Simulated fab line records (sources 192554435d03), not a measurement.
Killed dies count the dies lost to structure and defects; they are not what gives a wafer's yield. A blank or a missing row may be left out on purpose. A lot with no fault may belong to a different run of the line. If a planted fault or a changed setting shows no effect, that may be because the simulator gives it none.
Chamber matching ; flow n5Finfet ; 4 sister chambers for N5_BEOL_M3_STRIP_19 on rieDiel-03
The step strips in O2. 14 wafers are shown with their chamber, then 7 later ones without.

EACH WAFER AND ITS CHAMBER
wafer;chamber;showerheadPlenumPTorr (Torr);throttleValvePct (%);oesProductAu (a.u.)
L076.3;1;2.09;16.43;0.77
L076.5;3;2.18;16.71;0.70
L076.6;0;2.03;16.34;0.87
L078.1;2;2.00;16.73;0.77
L078.3;0;2.03;16.34;0.86
L078.4;1;2.09;16.43;0.77
L081.3;3;2.17;16.72;0.70
L081.5;3;2.17;16.72;0.71
L081.6;2;2.00;16.72;0.76
L092.2;3;2.17;16.74;0.69
L092.3;2;1.99;16.77;0.75
L092.6;2;1.99;16.76;0.74
L094.1;1;2.08;16.48;0.75
L094.5;1;2.08;16.48;0.75

SIGNATURES (averages over the wafers above)
reading;chamber 0;chamber 1;chamber 2;chamber 3;scatter within a chamber
showerheadPlenumPTorr;2.0300;2.0850;1.9950;2.1725;0.00524
throttleValvePct;16.3400;16.4550;16.7450;16.7225;0.0216
oesProductAu;0.8650;0.7600;0.7550;0.7000;0.0107
Rule: distance of a wafer from a chamber = root of the sum over the readings of ((wafer's reading minus chamber's mean) / reading's scatter) squared. If the next closest chamber is less than 2 further off than the closest, the wafer can't be placed; otherwise it belongs to the closest. The scatter: the root of (the sum of the squares of (reading less its chamber's mean) over the shown wafers, divided by (wafers less chambers)).

WAFERS WITHOUT THEIR CHAMBER
wafer;showerheadPlenumPTorr (Torr);throttleValvePct (%);oesProductAu (a.u.)
L094.6;1.99;16.74;0.74
L095.1;2.16;16.77;0.69
L095.4;2.02;16.40;0.82
L095.5;2.08;16.49;0.76
L097.2;1.99;16.77;0.74
L097.3;2.16;16.78;0.68
L097.5;2.08;16.48;0.74

THE CHAMBER EACH PASSED THROUGH
wafer;from the rows above;in truth
L094.6;2;2
L095.1;3;3
L095.4;0;0
L095.5;1;1
L097.2;2;2
L097.3;3;3
L097.5;1;1
Placed correctly: 7 of 7. Not placeable from these rows: 0. 0 placed wrongly.
